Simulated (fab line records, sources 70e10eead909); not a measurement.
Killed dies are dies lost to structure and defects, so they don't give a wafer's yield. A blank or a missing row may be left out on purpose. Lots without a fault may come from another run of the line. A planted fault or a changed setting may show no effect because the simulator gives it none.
Which tool did it? | flow nand_harc | 11 lots, 33 wafers sampled, at 5 steps of a route of 1302

WHAT THE GAUGES READ, wafer by wafer
NHARC_P_M1_INSPECT_27. Usual: raw_defect_count 263, standard deviation 97.
lot  | measured     | on                | raw_defect_count | flag
L543 | day 7 19:36  | defect_inspect-02 | 404 275 253      |
L546 | day 9 04:02  | defect_inspect-01 | 327 239 274      |
L551 | day 11 10:55 | defect_inspect-02 | 162 263 224      |
L554 | day 12 17:26 | defect_inspect-01 | 230 309 170      |
L555 | day 13 05:00 | defect_inspect-02 | 205 255 313      |
L556 | day 13 06:59 | defect_inspect-02 | 345 354 200      |
L557 | day 13 21:41 | defect_inspect-02 | 350 243 330      |
L558 | day 14 06:05 | defect_inspect-01 | 232 161 187      |
L559 | day 14 20:02 | defect_inspect-02 | 165 305 184      |
L561 | day 15 07:56 | defect_inspect-02 | 89 226 232       |
L562 | day 15 19:37 | defect_inspect-02 | 374 357 229      |

NHARC_END_SORT_01. Usual: defect_limited_yield 90.9 %, standard deviation 2.6; killed_at_array 57, standard deviation 18; killed_at_other 0.9, standard deviation 1.3; killed_at_periphery 3.5, standard deviation 2.2; killed_dies 62, standard deviation 18; killed_open 3.0, standard deviation 1.7; killed_short 2.3, standard deviation 1.5.
lot  | measured     | on        | defect_limited_yield (%) | killed_at_array | killed_at_other | killed_at_periphery | killed_dies | killed_open | killed_short | flag
L554 | day 30 11:17 | prober-02 | 0 0 0                    | 64 82 55        | 1 0 2           | 612 595 620         | 677 677 677 | 5 5 4       | 4 3 3        | OFF
L555 | day 30 18:09 | prober-01 | 0 0 0                    | 46 50 59        | 1 0 1           | 630 627 617         | 677 677 677 | 3 6 4       | 0 1 5        | OFF

WHICH TOOL RAN EACH LOT (tool, then ch and the chambers of the sampled wafers, then the start)
lot  | NHARC_P_M2_ETCH_35                 | NHARC_P_M2_ETCH_28                 | NHARC_P_M2_CMP_23
L543 | rie_diel-12 ch 0,1,3, day 7 21:13  | rie_diel-10 ch 0,1, day 7 21:49    | cmp-02 ch 2,3, day 7 23:20
L546 | rie_diel-06 ch 0,1,3, day 9 05:43  | rie_diel-10 ch 1,3, day 9 06:14    | cmp-02 ch 0,1, day 9 07:47
L551 | rie_diel-12 ch 1,2,3, day 11 12:37 | rie_diel-06 ch 1,3, day 11 13:10   | cmp-03 ch 1,2, day 11 14:38
L554 | rie_diel-12 ch 2,3, day 12 19:06   | rie_diel-12 ch 1,2, day 12 19:38   | cmp-03 ch 1,3, day 12 21:09
L555 | rie_diel-10 ch 1,2, day 13 06:49   | rie_diel-10 ch 0,2,3, day 13 07:22 | cmp-02 ch 0,3, day 13 08:52
L556 | rie_diel-12 ch 1,2,3, day 13 08:37 | rie_diel-10 ch 0,1,3, day 13 09:09 | cmp-02 ch 1,3, day 13 10:40
L557 | rie_diel-10 ch 2,3, day 13 23:29   | rie_diel-12 ch 1,2,3, day 14 00:01 | cmp-03 ch 1,2, day 14 01:32
L558 | rie_diel-12 ch 0,3, day 14 09:04   | rie_diel-10 ch 0,1,3, day 14 09:37 | cmp-01 ch 0,1,3, day 14 11:08
L559 | rie_diel-12 ch 2,3, day 14 21:50   | rie_diel-10 ch 1,2,3, day 14 22:22 | cmp-03 ch 0,1, day 14 23:51
L561 | rie_diel-06 ch 1,3, day 15 09:47   | rie_diel-10 ch 0,2,3, day 15 10:19 | cmp-01 ch 1,2,3, day 15 11:52
L562 | rie_diel-12 ch 0,1,2, day 15 21:17 | rie_diel-06 ch 1,2,3, day 15 21:49 | cmp-01 ch 0,2,3, day 15 23:19
- NHARC_P_M2_ETCH_35: etches the open film in N2/H2, target depth 40 nm, overetch 12 nm, time 43.94 s.
- NHARC_P_M2_ETCH_28: etches the open film in CF4/N2, target depth 30 nm, time 72.99 s.
- NHARC_P_M2_CMP_23: polishes, t overpolish 20 s, target thk 144.3 nm.

WHAT THE TOOLS THEMSELVES READ (means of the sampled wafers that have a number; where no wafer has one, the mark that the record gives instead)
NHARC_P_M2_ETCH_35. Usual: bias_w 150.1 W, standard deviation 0.41; chamber_pressure_mTorr 29.998 mTorr, standard deviation 0.026; drypump_motor_current_A 6.1 A, standard deviation 0.47; n2_flow_sccm 150.0 sccm, standard deviation 0.44; oes_product_au 1.000 a.u., standard deviation 0.007; rf_vpp_V 431 V, standard deviation 3.2; showerhead_plenum_p_Torr 2.07 Torr, standard deviation 0.11; throttle_valve_pct 14.171 %, standard deviation 0.0091.
lot  | tool        | bias_w (W) | chamber_pressure_mTorr (mTorr) | drypump_motor_current_A (A) | n2_flow_sccm (sccm) | oes_product_au (a.u.) | rf_vpp_V (V) | showerhead_plenum_p_Torr (Torr) | throttle_valve_pct (%) | flag
L543 | rie_diel-12 | 150.4      | 29.990                         | 6.5                         | 150.0               | 0.998                 | 431          | 2.08                            | 14.181                 |
L546 | rie_diel-06 | 150.1      | 30.013                         | 5.8                         | 149.8               | 1.004                 | 430          | 2.03                            | 14.171                 |
L551 | rie_diel-12 | 150.1      | 30.002                         | 6.0                         | 150.0               | 1.003                 | 433          | 2.18                            | 14.173                 |
L554 | rie_diel-12 | 150.4      | 30.005                         | 5.6                         | 149.7               | 0.998                 | 435          | 2.19                            | 14.161                 |
L555 | rie_diel-10 | 150.0      | 30.000                         | 5.8                         | 149.8               | 0.996                 | 428          | 1.99                            | 14.176                 |
L556 | rie_diel-12 | 150.0      | 29.997                         | 6.1                         | 150.1               | 1.002                 | 435          | 2.18                            | 14.167                 |
L557 | rie_diel-10 | 149.9      | 29.979                         | 5.6                         | 150.3               | 0.994                 | 433          | 2.14                            | 14.169                 |
L558 | rie_diel-12 | 150.5      | 29.991                         | 6.4                         | 150.3               | 1.002                 | 432          | 2.11                            | 14.180                 |
L559 | rie_diel-12 | 150.1      | 29.986                         | 5.6                         | 150.1               | 1.006                 | 435          | 2.19                            | 14.164                 |
L561 | rie_diel-06 | 149.7      | 29.987                         | 6.1                         | 150.1               | 0.991                 | 431          | 2.05                            | 14.169                 |
L562 | rie_diel-12 | 149.9      | 29.999                         | 6.1                         | 150.0               | 1.001                 | 431          | 2.07                            | 14.176                 |

NHARC_P_M2_ETCH_28. Usual: bias_w 100.02 W, standard deviation 0.29; cf4_flow_sccm 50.00 sccm, standard deviation 0.15; drypump_motor_current_A 6.0 A, standard deviation 0.44; n2_flow_sccm 100.0 sccm, standard deviation 0.3; oes_product_au 0.998 a.u., standard deviation 0.0077; rf_vpp_V 314.7 V, standard deviation 2.2; showerhead_plenum_p_Torr 2.66 Torr, standard deviation 0.12; throttle_valve_pct 19.795 %, standard deviation 0.0086.
lot  | tool        | bias_w (W) | cf4_flow_sccm (sccm) | drypump_motor_current_A (A) | n2_flow_sccm (sccm) | oes_product_au (a.u.) | rf_vpp_V (V) | showerhead_plenum_p_Torr (Torr) | throttle_valve_pct (%) | flag
L543 | rie_diel-10 | 99.90      | 49.94                | 6.2                         | 100.2               | 0.994                 | 314.4        | 2.66                            | 19.798                 |
L546 | rie_diel-10 | 100.29     | 50.16                | 5.6                         | 99.9                | 1.003                 | 314.7        | 2.69                            | 19.786                 |
L551 | rie_diel-06 | 99.99      | 49.95                | 6.2                         | 100.2               | 0.991                 | 314.6        | 2.65                            | 19.797                 |
L554 | rie_diel-12 | -          | -                    | -                           | -                   | -                     | -            | -                               | -                      | OFF
L555 | rie_diel-10 | -          | -                    | -                           | -                   | -                     | -            | -                               | -                      | OFF
L556 | rie_diel-10 | 100.29     | 50.04                | 5.9                         | 99.9                | 1.002                 | 315.4        | 2.67                            | 19.801                 |
L557 | rie_diel-12 | 100.23     | 50.00                | 6.1                         | 99.8                | 1.004                 | 316.7        | 2.78                            | 19.786                 |
L558 | rie_diel-10 | 100.01     | 50.07                | 5.9                         | 100.0               | 0.997                 | 314.7        | 2.67                            | 19.805                 |
L559 | rie_diel-10 | 100.15     | 50.02                | 5.7                         | 100.2               | 0.990                 | 314.4        | 2.65                            | 19.796                 |
L561 | rie_diel-10 | 100.12     | 49.97                | 5.9                         | 100.2               | 0.988                 | 315.6        | 2.73                            | 19.800                 |
L562 | rie_diel-06 | 100.00     | 50.03                | 6.1                         | 100.0               | 0.986                 | 314.1        | 2.57                            | 19.790                 |

NHARC_P_M2_CMP_23. Usual: motor_current_A 12.3 A, standard deviation 0.94; retaining_ring_pressure_frac 1.000, standard deviation 0.0047; time_to_endpoint_s 29.2 s, standard deviation 2.7.
lot  | tool   | motor_current_A (A) | retaining_ring_pressure_frac | time_to_endpoint_s (s) | flag
L543 | cmp-02 | 13.3                | 0.998                        | 29.1                   |
L546 | cmp-02 | 11.4                | 0.998                        | 27.3                   |
L551 | cmp-03 | 12.5                | 1.003                        | 27.8                   |
L554 | cmp-03 | 11.8                | 0.999                        | 25.9                   |
L555 | cmp-02 | 12.5                | 0.997                        | 29.3                   |
L556 | cmp-02 | 13.1                | 1.004                        | 30.2                   |
L557 | cmp-03 | 12.8                | 0.994                        | 24.1                   |
L558 | cmp-01 | 12.5                | 1.000                        | 32.4                   |
L559 | cmp-03 | 12.5                | 0.999                        | 29.1                   |
L561 | cmp-01 | 11.7                | 0.997                        | 32.3                   |
L562 | cmp-01 | 12.5                | 1.000                        | 31.8                   |

THE ANSWER, worked out from the rows above alone
Rule: a lot is off if the mean of its wafers that have a number lies more than 3 standard deviations from the usual mean. A lot without any number at a reading at which 4 lots or more have one is off too. The other lots that the step has rows for count as sound. The gauges are gone through in route order, then the tools' own readings, and for those a lot's mean is taken as printed above. The first step at which some lot is off is used, and at that step the reading that is off furthest; a lot without a number counts as furthest.
Off: L554, L555, at NHARC_END_SORT_01 (killed_at_periphery). Neither off nor sound, because the step has no rows for them: L543, L546, L551, L556, L557, L558, L559, L561, L562.
A tool fits if, at a process step before that reading, it ran every lot that is off, and no sound lot after the first of them. The gauges at NHARC_END_SORT_01 aren't tried: what is off there is off at NHARC_P_M2_ETCH_28 too, on other tools, and a gauge's error can't cause that. None of those tried fits.

WHAT THE SIMULATOR HAD PUT IN
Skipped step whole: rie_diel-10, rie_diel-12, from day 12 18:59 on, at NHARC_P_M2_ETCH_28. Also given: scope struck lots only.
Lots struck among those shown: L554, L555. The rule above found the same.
